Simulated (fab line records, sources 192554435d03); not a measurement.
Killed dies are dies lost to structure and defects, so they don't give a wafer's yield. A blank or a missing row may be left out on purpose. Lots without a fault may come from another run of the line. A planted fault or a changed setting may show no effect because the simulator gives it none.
One fault seen from 3 desks | flow n5_finfet | each desk has only its own numbers; what lay behind them comes last

THE METROLOGY DESK
What the gauges read, lot by lot, whatever tool the lot ran on: means of the sampled wafers that have a number. A lot is out of limits, marked OUT, if its mean lies more than 4 standard deviations from the usual mean; the brackets give that distance.
Columns: A = cd_nm at N5_PASSIVATION_CD_MEAS_44, usual 39999 nm; B = PASS_OPEN_OVL at N5_PASSIVATION_OVL_MEAS_66, usual 3 nm
lot  | first seen here | A     | B
L340 | day 13 00:52    | 39996 | 5
L343 | day 13 06:11    | 40004 | 4
L350 | day 14 18:04    | 40002 | 10
L355 | day 16 00:02    | 40005 | -5
L354 | day 16 20:17    | 40004 | 6
L361 | day 17 12:32    | 40006 | 2
L362 | day 17 16:14    | 39996 | 0
This desk's finding: nothing out of limits on any of the 7 lots.

THE DEFECT DESK
What the inspections along the route counted, lot by lot: means of the sampled wafers that have a number. A lot is out of limits, marked OUT, if its mean lies more than 4 standard deviations from the usual mean; the brackets give that distance.
Columns: A = raw_defect_count at N5_PASSIVATION_INSPECT_67, usual 1.9
lot  | first seen here | A
L340 | day 13 00:55    | 2.7
L343 | day 13 06:14    | 1.7
L350 | day 14 18:07    | 1.3
L355 | day 16 00:05    | 2.0
L354 | day 16 20:21    | 1.5
L361 | day 17 12:35    | 2.0
L362 | day 17 16:17    | 1.7
This desk's finding: nothing out of limits on any of the 7 lots.

THE TOOL OWNER'S DESK: rie_diel-04
The tool's own readings at N5_PASSIVATION_PASS_ETCH_47 (etches SiNx in CF4/O2, target depth 770 nm, time 385 s): means of the sampled wafers that have a number, for each lot that ran on this tool. A lot is out of limits, marked OUT, if its mean lies more than 4 standard deviations from the usual mean; the brackets give that distance.
Columns: A = chamber_pressure_mTorr at N5_PASSIVATION_PASS_ETCH_47, usual 40.00 mTorr; B = drypump_motor_current_A at N5_PASSIVATION_PASS_ETCH_47, usual 5.6 A; C = oes_ar_750_au at N5_PASSIVATION_PASS_ETCH_47, usual 0.82 a.u.; D = oes_product_au at N5_PASSIVATION_PASS_ETCH_47, usual 0.81 a.u.; E = rf_vpp_V at N5_PASSIVATION_PASS_ETCH_47, usual 237 V; F = showerhead_plenum_p_Torr at N5_PASSIVATION_PASS_ETCH_47, usual 2.18 Torr; G = throttle_valve_pct at N5_PASSIVATION_PASS_ETCH_47, usual 15.76 %
lot  | first seen here | A     | B   | C    | D    | E   | F    | G
L340 | day 13 01:00    | 39.99 | 5.5 | 0.83 | 0.83 | 239 | 2.13 | 15.72
L355 | day 16 00:10    | 40.00 | 5.5 | 0.81 | 0.83 | 239 | 2.12 | 15.82
L354 | day 16 21:34    | 39.96 | 5.5 | 0.80 | 0.83 | 238 | 2.12 | 15.84
L361 | day 17 13:01    | 39.99 | 5.7 | 0.82 | 0.84 | 238 | 2.12 | 15.79
This desk's finding: nothing out of limits on any of the 4 lots.

PUT TOGETHER
The metrology desk saw nothing out of limits.
The defect desk saw nothing out of limits.
The tool owner's desk saw nothing out of limits.

WHAT THE SIMULATOR HAD PUT IN
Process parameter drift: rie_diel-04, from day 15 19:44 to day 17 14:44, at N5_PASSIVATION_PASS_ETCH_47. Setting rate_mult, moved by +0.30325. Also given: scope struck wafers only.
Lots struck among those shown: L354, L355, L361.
